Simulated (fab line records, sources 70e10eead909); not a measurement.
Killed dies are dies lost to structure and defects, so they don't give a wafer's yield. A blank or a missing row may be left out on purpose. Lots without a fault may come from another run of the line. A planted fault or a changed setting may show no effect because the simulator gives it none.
Chamber matching | flow nand_harc | NHARC_P_GATE_DESCUM_93 on rie_diel-10: 4 sister chambers
The step chemistry O2, time 3 s. 18 wafers are shown with their chamber, then 9 later ones without.

WAFERS WITH THEIR CHAMBER
wafer  | chamber | drypump_motor_current_A (A) | oes_product_au (a.u.) | rf_vpp_V (V)
L074.2 | 3       | 6.1                         | 0.987                 | 56.5
L074.3 | 1       | 6.5                         | 1.002                 | 55.7
L074.6 | 3       | 6.1                         | 1.004                 | 58.1
L075.3 | 1       | 6.5                         | 1.016                 | 57.6
L075.4 | 0       | 5.9                         | 1.015                 | 56.1
L075.6 | 1       | 6.5                         | 1.012                 | 57.1
L076.1 | 2       | 6.0                         | 0.998                 | 56.9
L076.5 | 2       | 6.0                         | 1.000                 | 56.3
L076.6 | 1       | 6.5                         | 1.001                 | 59.1
L082.1 | 2       | 5.9                         | 1.007                 | 58.0
L082.3 | 0       | 5.9                         | 1.026                 | 57.6
L082.6 | 2       | 5.9                         | 1.008                 | 56.9
L083.2 | 1       | 6.5                         | 1.007                 | 57.1
L083.3 | 2       | 6.0                         | 1.003                 | 57.0
L083.4 | 3       | 6.1                         | 0.992                 | 57.3
L086.4 | 2       | 5.9                         | 0.996                 | 55.8
L086.5 | 2       | 6.0                         | 0.993                 | 56.8
L086.6 | 3       | 6.1                         | 0.989                 | 57.3

SIGNATURES (means of the wafers above)
reading                 | chamber 0 | chamber 1 | chamber 2 | chamber 3 | scatter within a chamber
drypump_motor_current_A | 5.900     | 6.500     | 5.957     | 6.100     | 0.035
oes_product_au          | 1.02050   | 1.00760   | 1.00071   | 0.99300   | 0.00648
rf_vpp_V                | 56.850    | 57.320    | 56.814    | 57.300    | 0.891
Rule: a wafer's distance from a chamber is the root of the sum, over the readings, of the square of ((its reading less the chamber's mean) divided by the reading's scatter). The wafer belongs to the nearest chamber; if the next one is less than 2 further off, it can't be placed. The scatter: the root of (the sum of the squares of (reading less its chamber's mean) over the shown wafers, divided by (wafers less chambers)).

WAFERS WITHOUT THEIR CHAMBER
wafer  | drypump_motor_current_A (A) | oes_product_au (a.u.) | rf_vpp_V (V)
L089.2 | 5.9                         | 1.017                 | 57.7
L089.5 | 6.0                         | 0.998                 | 57.0
L089.6 | 6.5                         | 0.996                 | 57.5
L092.2 | 6.0                         | 1.008                 | 58.2
L092.3 | 6.5                         | 0.982                 | 55.4
L092.4 | 5.9                         | 1.017                 | 57.1
L093.2 | 6.5                         | 0.991                 | 57.0
L093.4 | 5.9                         | 1.022                 | 57.5
L093.6 | 5.9                         | 1.022                 | 55.8

WHICH CHAMBER EACH WENT THROUGH
wafer  | from the rows above          | in truth
L089.2 | 0                            | 0
L089.5 | can't be placed: 2 or 3      | 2
L089.6 | 1                            | 1
L092.2 | can't be placed: 2 or 0 or 3 | 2
L092.3 | 1                            | 1
L092.4 | 0                            | 0
L093.2 | 1                            | 1
L093.4 | 0                            | 0
L093.6 | 0                            | 0
Placed correctly: 7 of 9. Can't be placed from these rows: 2 (the true chamber is among the candidates in 2). Placed wrongly: 0.
